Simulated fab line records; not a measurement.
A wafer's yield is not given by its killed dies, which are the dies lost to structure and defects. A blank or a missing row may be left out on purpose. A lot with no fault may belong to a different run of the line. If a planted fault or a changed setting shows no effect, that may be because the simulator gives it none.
The tool behind it: which one? -- flow nand_harc -- 31 wafers from 11 lots sampled at 7 of the route's 1302 steps

## WHAT EACH GAUGE READ, for each wafer
NHARC_P_GATE_INSPECT_28. Usual: 6.0 for raw_defect_count, sd 2.6.
lot,measured,on,raw_defect_count,flag
L987,day 5 05:48,defect_inspect-01,5 6 8,
L989,day 5 16:19,defect_inspect-02,8 10 8,
L990,day 6 08:27,defect_inspect-01,5 6 6,
L991,day 6 22:43,defect_inspect-01,6 4 4,
L993,day 7 13:55,defect_inspect-01,7 9 3,
L994,day 8 05:57,defect_inspect-02,3 8 9,
L996,day 8 19:57,defect_inspect-02,2 10 7,
L997,day 9 01:55,defect_inspect-01,2 4 1,
L998,day 9 16:27,defect_inspect-02,1 5 7,
L102,day 11 05:56,defect_inspect-01,6,
L109,day 14 09:54,defect_inspect-01,4 7 7,

NHARC_P_GATE_INSPECT_68. Usual: 201 for raw_defect_count, sd 68.
lot,measured,on,raw_defect_count,flag
L987,day 6 00:20,defect_inspect-01,159 248 200,
L989,day 6 10:33,defect_inspect-01,248 235 388,
L990,day 7 05:08,defect_inspect-01,228 89 181,
L991,day 7 17:31,defect_inspect-01,473 222 201,
L993,day 8 08:06,defect_inspect-01,259 125 240,
L994,day 9 00:27,defect_inspect-01,253 197 269,
L996,day 9 14:06,defect_inspect-01,267 188 270,
L997,day 9 20:10,defect_inspect-01,116 133 156,
L998,day 10 10:47,defect_inspect-02,163 180 270,
L102,day 12 00:49,defect_inspect-01,418,OFF
L109,day 15 06:33,defect_inspect-01,114 124 196,

NHARC_END_SORT_01. Usual: killed_at_array 53, standard deviation 21; killed_at_other 1.0, standard deviation 1.3; killed_at_periphery 3.8, standard deviation 2.4; killed_dies 58, standard deviation 21; killed_open 3.4, standard deviation 1.9; killed_short 2.4, standard deviation 1.5.
lot,measured,on,killed_at_array,killed_at_other,killed_at_periphery,killed_dies,killed_open,killed_short,flag
L102,day 32 12:19,prober-01,23,0,48,71,3,3,OFF

## WHAT TOOL EACH LOT RAN ON (gives the tool, then ch and the chambers of the sampled wafers, and finally the start)
lot,NHARC_P_GATE_STRIP_101,NHARC_P_GATE_DESCUM_61,NHARC_P_GATE_RTA_64,NHARC_P_CONTACT_DESCUM_17
L987,"rie_diel-11 ch 0,1,2, day 5 16:50","rie_diel-01 ch 1,2,3, day 5 19:41","rtp_anneal-01 ch 0, day 5 23:08","rie_diel-06 ch 0,3, day 6 02:08"
L989,"rie_diel-03 ch 0,1, day 6 03:14","rie_diel-01 ch 0,1, day 6 05:57","rtp_anneal-02 ch 0, day 6 09:17","rie_diel-10 ch 0,1,2, day 6 12:20"
L990,"rie_diel-03 ch 1, day 6 21:25","rie_diel-03 ch 1,3, day 7 00:13","rtp_anneal-02 ch 0, day 7 03:53","rie_diel-06 ch 1,3, day 7 06:57"
L991,"rie_diel-01 ch 0,1,2, day 7 09:34","rie_diel-11 ch 0,1,2, day 7 13:01","rtp_anneal-01 ch 0, day 7 16:17","rie_diel-12 ch 0,1,2, day 7 19:19"
L993,"rie_diel-03 ch 0,1,2, day 8 00:51","rie_diel-01 ch 0,1,3, day 8 03:26","rtp_anneal-02 ch 0, day 8 06:52","rie_diel-10 ch 0,3, day 8 09:48"
L994,"rie_diel-01 ch 0,2,3, day 8 16:54","rie_diel-03 ch 0,1,2, day 8 19:45","rtp_anneal-02 ch 0, day 8 23:08","rie_diel-06 ch 0,2,3, day 9 02:09"
L996,"rie_diel-01 ch 0,2,3, day 9 06:59","rie_diel-11 ch 1,2, day 9 09:34","rtp_anneal-02 ch 0, day 9 12:50","rie_diel-10 ch 0,1, day 9 15:54"
L997,"rie_diel-03 ch 2,3, day 9 12:49","rie_diel-03 ch 1,2, day 9 15:33","rtp_anneal-01 ch 0, day 9 18:54","rie_diel-10 ch 1,2,3, day 9 21:51"
L998,"rie_diel-01 ch 0,2,3, day 10 03:25","rie_diel-01 ch 0,1, day 10 06:08","rtp_anneal-01 ch 0, day 10 09:31","rie_diel-10 ch 0,1,2, day 10 12:38"
L102,"rie_diel-01 ch 2, day 11 17:04","rie_diel-01 ch 3, day 11 19:56","rtp_anneal-01 ch 0, day 11 23:37","rie_diel-12 ch 0, day 12 04:19"
L109,"rie_diel-11 ch 0,1,2, day 14 23:00","rie_diel-03 ch 0,3, day 15 02:02","rtp_anneal-02 ch 0, day 15 05:19","rie_diel-06 ch 0,1,3, day 15 08:22"
- NHARC_P_GATE_STRIP_101: strips in O2, time 20 s.
- NHARC_P_GATE_DESCUM_61: chemistry O2, time 3 s.
- NHARC_P_GATE_RTA_64: time 1 s.
- NHARC_P_CONTACT_DESCUM_17: chemistry O2, time 3 s.

## AS READ BY THE TOOLS THEMSELVES (means over the sampled wafers that have a number; for cases with no such wafer, the mark the record gives instead)
NHARC_P_GATE_STRIP_101. Usual: drypump_motor_current_A 5.5 A, standard deviation 0.36; oes_product_au 1.000 a.u., standard deviation 0.0069; rf_vpp_V 57.8 V, standard deviation 0.91; showerhead_plenum_p_Torr 3.54 Torr, standard deviation 0.14; throttle_valve_pct 17.036 %, standard deviation 0.0093.
lot,tool,drypump_motor_current_A (A),oes_product_au (a.u.),rf_vpp_V (V),showerhead_plenum_p_Torr (Torr),throttle_valve_pct (%),flag
L987,rie_diel-11,5.9,1.000,57.8,3.49,17.040,
L989,rie_diel-03,5.8,0.999,57.9,3.42,17.032,
L990,rie_diel-03,6.0,1.001,57.3,3.40,17.027,
L991,rie_diel-01,5.3,1.000,58.6,3.65,17.030,
L993,rie_diel-03,5.5,1.003,57.4,3.39,17.033,
L994,rie_diel-01,5.4,0.994,57.9,3.65,17.036,
L996,rie_diel-01,5.4,0.990,57.5,3.65,17.034,
L997,rie_diel-03,5.2,1.008,58.2,3.48,17.041,
L998,rie_diel-01,5.4,1.002,57.9,3.65,17.040,
L102,rie_diel-01,5.6,1.001,59.1,3.48,17.011,
L109,rie_diel-11,5.9,1.004,57.5,3.48,17.046,

NHARC_P_GATE_DESCUM_61. Usual: drypump_motor_current_A 5.5 A, standard deviation 0.35; oes_product_au 0.998 a.u., standard deviation 0.0083; rf_vpp_V 57.7 V, standard deviation 0.86; showerhead_plenum_p_Torr 1.92 Torr, standard deviation 0.084; throttle_valve_pct 11.310 %, standard deviation 0.0088.
lot,tool,drypump_motor_current_A (A),oes_product_au (a.u.),rf_vpp_V (V),showerhead_plenum_p_Torr (Torr),throttle_valve_pct (%),flag
L987,rie_diel-01,5.6,0.996,58.3,1.98,11.320,
L989,rie_diel-01,5.1,0.999,58.5,2.03,11.309,
L990,rie_diel-03,5.4,1.004,58.4,1.90,11.304,
L991,rie_diel-11,5.9,1.000,58.0,1.89,11.309,
L993,rie_diel-01,5.3,0.998,58.2,2.03,11.312,
L994,rie_diel-03,5.5,1.000,57.6,1.83,11.323,
L996,rie_diel-11,5.9,1.002,56.6,1.86,11.311,
L997,rie_diel-03,5.5,0.999,57.2,1.81,11.311,
L998,rie_diel-01,5.0,0.991,58.3,2.03,11.309,
L102,rie_diel-01,5.8,0.987,57.1,2.03,11.304,
L109,rie_diel-03,5.2,1.005,57.7,1.89,11.314,

NHARC_P_GATE_RTA_64. Usual: anneal_temp_c_max 1057.6, standard deviation 2.3; lamp_power_pct 34.49 %, standard deviation 0.2; wafer_temp_C_max 1053.7, standard deviation 0.79.
lot,tool,anneal_temp_c_max,lamp_power_pct (%),wafer_temp_C_max,flag
L987,rtp_anneal-01,1059.9,34.33,1053.2,
L989,rtp_anneal-02,1056.5,34.71,1054.0,
L990,rtp_anneal-02,1055.8,34.73,1054.3,
L991,rtp_anneal-01,1059.0,34.30,1053.2,
L993,rtp_anneal-02,1056.2,34.74,1054.0,
L994,rtp_anneal-02,1056.6,34.75,1053.6,
L996,rtp_anneal-02,1055.5,34.69,1053.3,
L997,rtp_anneal-01,1059.5,34.32,1054.0,
L998,rtp_anneal-01,1061.9,34.33,1053.7,
L102,rtp_anneal-01,1058.2,34.36,1054.1,
L109,rtp_anneal-02,1054.5,34.71,1054.4,

NHARC_P_CONTACT_DESCUM_17. Usual: drypump_motor_current_A 5.8 A, standard deviation 0.57; oes_product_au 1.000 a.u., standard deviation 0.0083; rf_vpp_V 57.8 V, standard deviation 0.93; showerhead_plenum_p_Torr 1.88 Torr, standard deviation 0.058; throttle_valve_pct 11.311 %, standard deviation 0.0096.
lot,tool,drypump_motor_current_A (A),oes_product_au (a.u.),rf_vpp_V (V),showerhead_plenum_p_Torr (Torr),throttle_valve_pct (%),flag
L987,rie_diel-06,6.2,1.004,57.5,1.92,11.311,
L989,rie_diel-10,5.7,1.002,57.0,1.87,11.313,
L990,rie_diel-06,6.6,1.001,57.9,1.93,11.308,
L991,rie_diel-12,5.9,1.010,57.9,1.87,11.311,
L993,rie_diel-10,5.4,0.991,58.0,1.94,11.324,
L994,rie_diel-06,6.2,0.990,57.2,1.87,11.311,
L996,rie_diel-10,5.7,0.992,57.6,1.89,11.308,
L997,rie_diel-10,5.4,1.001,58.4,1.89,11.312,
L998,rie_diel-10,5.8,0.999,56.8,1.87,11.312,
L102,rie_diel-12,6.4,1.004,56.9,1.86,11.316,
L109,rie_diel-06,6.2,1.006,57.9,1.89,11.310,

## THE ANSWER, worked out from the rows above alone
Rule: a lot is off if the mean of its wafers that have a number lies more than 3 standard deviations from the usual mean. Also off: a lot with no number at a reading for which 4 or more lots have one. Any other lot the step has rows for is counted as sound. After the gauges, taken in route order, come the tools' own readings; for these a lot's mean is taken, as printed above. The first step at which some lot is off is used, and at that step the reading that is off furthest; a lot without a number counts as furthest.
Off: L102, at NHARC_P_GATE_INSPECT_68 (raw_defect_count).
A tool fits if, at a process step before that reading, it ran every lot that is off, and no sound lot after the first of them. Not tried: the gauges at NHARC_P_GATE_INSPECT_68; whatever is off there is also off at NHARC_END_SORT_01, on other tools, and gauge error can't account for it. Undecided on this evidence; 2 tools fit (rie_diel-01 at NHARC_P_GATE_STRIP_101 and NHARC_P_GATE_DESCUM_61, rtp_anneal-01 at NHARC_P_GATE_RTA_64).

## WHAT HAD BEEN PUT IN BY THE SIMULATOR
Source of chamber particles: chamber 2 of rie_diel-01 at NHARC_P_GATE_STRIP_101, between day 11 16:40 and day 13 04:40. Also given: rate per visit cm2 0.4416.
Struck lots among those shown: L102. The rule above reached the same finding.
